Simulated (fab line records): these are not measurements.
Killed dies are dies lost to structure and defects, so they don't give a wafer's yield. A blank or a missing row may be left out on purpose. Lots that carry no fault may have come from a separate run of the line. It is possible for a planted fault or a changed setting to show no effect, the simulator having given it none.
Chamber matching + flow nand_harc + NHARC_A_CHANNEL_FILL_D1_ALD_02 on ald_hk-02: 4 sister chambers
The step deposits SiO2, target thk 6 nm, pulse time 10 s, ald cycles 60. 8 wafers are shown with their chamber, then 7 later ones without.

== EACH WAFER AND ITS CHAMBER ==
| wafer  | chamber | heater_power_w (W) | precursor_pulse_height_rel |
|--------|---------|--------------------|----------------------------|
| L571.1 | 1       | 425                | 1.018                      |
| L571.2 | 0       | 421                | 0.995                      |
| L573.2 | 3       | 529                | 0.992                      |
| L583.1 | 0       | 415                | 0.997                      |
| L583.3 | 2       | 590                | 1.017                      |
| L583.4 | 3       | 527                | 0.999                      |
| L582.1 | 1       | 433                | 1.031                      |
| L582.3 | 2       | 589                | 0.946                      |

== WAFERS WITH NO CHAMBER GIVEN ==
| wafer  | heater_power_w (W) | precursor_pulse_height_rel |
|--------|--------------------|----------------------------|
| L582.5 | 590                | 1.002                      |
| L584.2 | 401                | 1.022                      |
| L584.3 | 536                | 1.046                      |
| L584.4 | 604                | 1.036                      |
| L586.2 | 619                | 0.965                      |
| L586.4 | 497                | 1.005                      |
| L586.5 | 439                | 0.995                      |

== EACH ONE'S CHAMBER ==
| wafer  | from the rows above | in truth |
|--------|---------------------|----------|
| L582.5 | 2                   | 2        |
| L584.2 | 0                   | 0        |
| L584.3 | 3                   | 3        |
| L584.4 | 2                   | 2        |
| L586.2 | 2                   | 2        |
| L586.4 | 3                   | 3        |
| L586.5 | 1                   | 1        |
Placed correctly: 7 of 7. Not placeable from these rows: 0. Wrongly placed: 0.
How it was worked out, from the rows above alone: a wafer's distance from a chamber is the root of the sum, over the readings, of the square of ((its reading less the chamber's mean) divided by the reading's scatter). If the next closest chamber is less than 2 further off than the closest, the wafer can't be placed; otherwise it belongs to the closest. For every chamber, the mean is computed from those of its wafers that are shown. The scatter: take each reading less its chamber's mean, square it, sum over the shown wafers, divide by the number of wafers less the number of chambers, and take the root.
